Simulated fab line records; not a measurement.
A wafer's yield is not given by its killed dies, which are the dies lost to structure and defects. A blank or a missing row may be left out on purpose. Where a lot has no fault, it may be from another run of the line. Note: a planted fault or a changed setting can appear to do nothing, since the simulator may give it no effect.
Which of the tools did it? | flow nandHarc | Sampling: 12 lots, 36 wafers, 5 of 1302 route steps

WHAT EACH GAUGE READ, for each wafer
NHARC_A_SGD_CUT_CD_MEAS_09: target cd 100 nm.
lot  | measured     | on       | cdNm (nm)
L075 | day 19 09:39 | cdSem-02 | 99.5 100.3 99.8
L077 | day 20 09:26 | cdSem-01 | 100.5 100.4 99.5
L080 | day 20 21:26 | cdSem-02 | 100.1 100.9 100.3
L081 | day 21 16:56 | cdSem-01 | 100.1 99.8 100.5
L083 | day 23 01:09 | cdSem-01 | 101.0 100.6 100.9
L085 | day 23 20:17 | cdSem-02 | 101.3 101.1 101.1
L087 | day 25 01:25 | cdSem-02 | 98.2 99.3 99.4
L090 | day 26 10:51 | cdSem-03 | 99.6 98.6 98.9
L091 | day 26 19:25 | cdSem-02 | 98.9 99.7 99.7
L092 | day 27 04:22 | cdSem-03 | 100.7 99.8 100.4
L096 | day 28 09:01 | cdSem-01 | 100.4 100.5 101.1
L095 | day 28 13:11 | cdSem-03 | 100.4 101.1 100.8

WHAT TOOL EACH LOT RAN ON (gives the tool, then ch and the chambers of the sampled wafers, and finally the start)
lot  | NHARC_A_STAIRCASE_ETCH_451                   | NHARC_A_STAIRCASE_ETCH_273                   | NHARC_A_STAIRCASE_ALD_420       | NHARC_A_SGD_CUT_DEP_00
L075 | rieDiel-12 ch 0,1,2, day 17 21:05 or earlier | rieDiel-12 ch 0,2, day 17 21:05 or earlier   | aldHk-01 ch 1,2,3, day 17 21:05 | pecvd-01 ch 0,2, day 19 08:55
L077 | rieDiel-13 ch 0,1,2, day 18 13:59 or earlier | rieDiel-13 ch 0,1,2, day 18 13:59 or earlier | aldHk-02 ch 0,2,3, day 18 13:59 | pecvd-03 ch 1,2, day 20 08:51
L080 | rieDiel-13 ch 0,2, day 19 02:19 or earlier   | rieDiel-13 ch 0,2,3, day 19 02:19 or earlier | aldHk-01 ch 2,3, day 19 02:19   | pecvd-03 ch 0,2, day 20 20:54
L081 | rieDiel-03 ch 0,3, day 19 20:36 or earlier   | rieDiel-03 ch 0,2,3, day 19 20:36 or earlier | aldHk-01 ch 1,2, day 19 20:36   | pecvd-03 ch 0,2, day 21 16:14
L083 | rieDiel-12 ch 0,3, day 21 02:04 or earlier   | rieDiel-12 ch 1,3, day 21 02:04 or earlier   | aldHk-02 ch 0,2, day 21 02:04   | pecvd-03 ch 0,1,2, day 23 00:26
L085 | rieDiel-03 ch 1,2,3, day 21 19:37 or earlier | rieDiel-03 ch 0,1,3, day 21 19:37 or earlier | aldHk-04 ch 0,2, day 21 19:37   | pecvd-01 ch 0,2, day 23 19:35
L087 | rieDiel-12 ch 1,2, day 23 03:42 or earlier   | rieDiel-12 ch 1,3, day 23 03:42 or earlier   | aldHk-04 ch 1,2, day 23 03:42   | pecvd-01 ch 0,2, day 25 00:37
L090 | rieDiel-03 ch 0,2, day 24 08:25 or earlier   | rieDiel-03 ch 1,2,3, day 24 08:25 or earlier | aldHk-04 ch 1,3, day 24 08:25   | pecvd-03 ch 1,2, day 26 10:08
L091 | rieDiel-12 ch 0,1, day 24 18:03 or earlier   | rieDiel-12 ch 2,3, day 24 18:03 or earlier   | aldHk-02 ch 0,1,3, day 24 18:03 | pecvd-03 ch 0,1,2, day 26 18:47
L092 | rieDiel-12 ch 2,3, day 25 08:01 or earlier   | rieDiel-12 ch 0,2,3, day 25 08:01 or earlier | aldHk-01 ch 0,1,3, day 25 08:01 | pecvd-01 ch 1,2, day 27 03:38
L096 | rieDiel-03 ch 2,3, day 26 09:23 or earlier   | rieDiel-03 ch 1,3, day 26 09:23 or earlier   | aldHk-01 ch 0,2,3, day 26 09:23 | pecvd-01 ch 0,1,2, day 28 08:12
L095 | rieDiel-13 ch 2,3, day 26 19:25 or earlier   | rieDiel-13 ch 0,3, day 26 19:25 or earlier   | aldHk-02 ch 0,1,2, day 26 19:25 | pecvd-01 ch 0,1,2, day 28 12:32
- NHARC_A_STAIRCASE_ETCH_451: etches the open film in CF4/O2, target depth 30 nm, overetch 3 nm, time 16.5 s.
- NHARC_A_STAIRCASE_ETCH_273: etches the open film in C4F8/O2/Ar, target depth 10200 nm, time 2468.6 s.
- NHARC_A_STAIRCASE_ALD_420: deposits SiO2, target thk 20 nm, pulse time 6 s, ald cycles 200.
- NHARC_A_SGD_CUT_DEP_00: deposits SiNx, target thk 50 nm.

THE ANSWER, worked out from the rows above alone
Rule: the lots themselves supply what counts as usual. The widest of any qualifying gaps counts: lots, ordered by their means at a reading, are off when they make up no more than a third of the lots, leave a main group of 4 or more, and stand apart from it by 3 or more times the standard deviation of that group's means. A main group whose means are all the same, to the digits that the tables above print for the reading, isn't used. A lot without any number at a reading at which 4 lots or more have one is off too. Any other lot the step has rows for is counted as sound.
None of the lots is off at any reading shown; this tells nothing.

WHAT WAS PUT IN BY THE SIMULATOR
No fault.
